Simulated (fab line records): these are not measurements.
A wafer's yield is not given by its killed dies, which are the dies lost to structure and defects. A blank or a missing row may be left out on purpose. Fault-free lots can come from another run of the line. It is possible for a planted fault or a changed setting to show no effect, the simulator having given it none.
8D (eight disciplines) problem report, filled in by code | flow n5Finfet | the parts of the form that need people (team, actions taken, sign-off) are left out

1. WHAT IS WRONG
runLengthS at N5_PASSIVATION_PECVD_53 reads a mean of 156.8 s on 2 wafers of 2 lots; wafers without a fault read 197.0 s with a standard deviation of 0.73. Measured from the usual mean, that is -55 standard deviations.
The step: deposits SiO2 from TEOS/O2, target thk 800 nm, time 169.4 s.
First observed at day 12 14:02: wafer L668.5, on pecvd-04. The record has a number at this step for 32 wafers belonging to 11 lots. Rule for "out", or "out of limits": more than 4 standard deviations from the usual mean. The other wafers with a number count as sound.

2. WHAT IT IS, WHAT IT ISN'T
question                    | is                | is not
which readings at this step | runLengthS        | -
which lots                  | L668, L670        | L664, L674, L681, L682, L683, L684, L685, L686, L687
which wafers of those lots  | L668.5, L670.5    | L668.1, L670.1, L670.3
read on which tools         | pecvd-04          | pecvd-01, pecvd-02
when                        | from day 12 14:02 | up to then (4 sound wafers); but 26 sound wafers of L670, L674, L681, L682, L683, L684, L685, L686, L687 came after

3. WHAT RULES OUT EACH SUSPECT
Counting: if a tool at a process step up to the reading ran every lot that is out, it stays a suspect. Sound lots after the first of them don't rule it out here, since some wafers of a struck lot are sound.
- pecvd-04 at N5_PASSIVATION_PECVD_53 (deposits SiO2 from TEOS/O2, target thk 800 nm, time 169.4 s): kept. It ran every lot that is out, first L668 (day 12 14:02). On those wafers its own readings are out: runLengthS.
Remaining after the count: pecvd-04 at N5_PASSIVATION_PECVD_53.

4. THE CAUSE (what the simulator had put in)
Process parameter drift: pecvd-04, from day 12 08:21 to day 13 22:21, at N5_PASSIVATION_PECVD_53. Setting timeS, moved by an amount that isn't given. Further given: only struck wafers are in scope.
Only this tool survived the counting.

5. SEQUENCE OF EFFECTS, ordered by route
One row per reading whose mean, taken over the struck wafers that have a number, lies over 3 standard deviations from the usual. Only readings whose record carries a usual standard deviation are examined. hours: median over the lots of the time between each lot's start at the first step of this table that gives one and its start at this step. sigmas: the change, counted in usual standard deviations.
hours | step                    | reading    | usual   | on struck wafers | change | sigmas
0     | N5_PASSIVATION_PECVD_53 | runLengthS | 197.0 s | 156.8            | -40.2  | -55
Its process steps:
- N5_PASSIVATION_PECVD_53: deposits SiO2 from TEOS/O2, target thk 800 nm, time 169.4 s.

6. HOW IT WOULD HAVE BEEN CAUGHT EARLIER
First out-of-limits reading in this record: day 12 14:02, which is 6 hours after fault onset at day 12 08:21.
